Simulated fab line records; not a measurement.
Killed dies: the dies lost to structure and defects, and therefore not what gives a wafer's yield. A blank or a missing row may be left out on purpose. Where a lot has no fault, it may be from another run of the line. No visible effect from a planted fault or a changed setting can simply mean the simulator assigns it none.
Chamber matching + flow n5 finfet + pecvd-01 running N5_BEOL_M0_SAQP_PECVD_04: 3 sister chambers
The step deposits a-Si from SiH4/He, target thk 60 nm, time 60.2 s. 3 wafers are shown with their chamber, then 7 later ones without.

## WAFERS, EACH WITH ITS CHAMBER
| wafer  | chamber | showerhead plenum p Torr (Torr) |
|--------|---------|---------------------------------|
| L979.6 | 2       | 5.53                            |
| L980.1 | 1       | 5.68                            |
| L980.4 | 0       | 5.67                            |

## WAFERS MISSING THEIR CHAMBER
| wafer  | showerhead plenum p Torr (Torr) |
|--------|---------------------------------|
| L980.6 | 5.67                            |
| L981.3 | 5.68                            |
| L981.4 | 5.56                            |
| L981.5 | 5.69                            |
| L982.3 | 5.55                            |
| L982.4 | 5.55                            |
| L982.6 | 5.68                            |

## WHICH CHAMBER EACH ONE RAN IN
| wafer  | from the rows above     | in truth |
|--------|-------------------------|----------|
| L980.6 | can't be placed: 0 or 1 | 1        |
| L981.3 | can't be placed: 1 or 0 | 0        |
| L981.4 | 2                       | 2        |
| L981.5 | can't be placed: 1 or 0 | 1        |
| L982.3 | 2                       | 2        |
| L982.4 | 2                       | 2        |
| L982.6 | can't be placed: 1 or 0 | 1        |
Placed correctly: 3 of 7. Cannot be placed on the basis of these rows: 4; the candidates contain the true chamber in 4. Number placed wrongly: 0.
How it was worked out, from the rows above alone: a wafer's distance from a chamber is the root of the sum, over the readings, of the square of ((its reading less the chamber's mean) divided by the reading's scatter). If the next closest chamber is less than 2 further off than the closest, the wafer can't be placed; otherwise it belongs to the closest. Each chamber's mean is taken over the wafers shown for it. The scatter: with one shown wafer a chamber, the root of the mean of the squares of how far each hidden wafer lies from its nearest shown one.
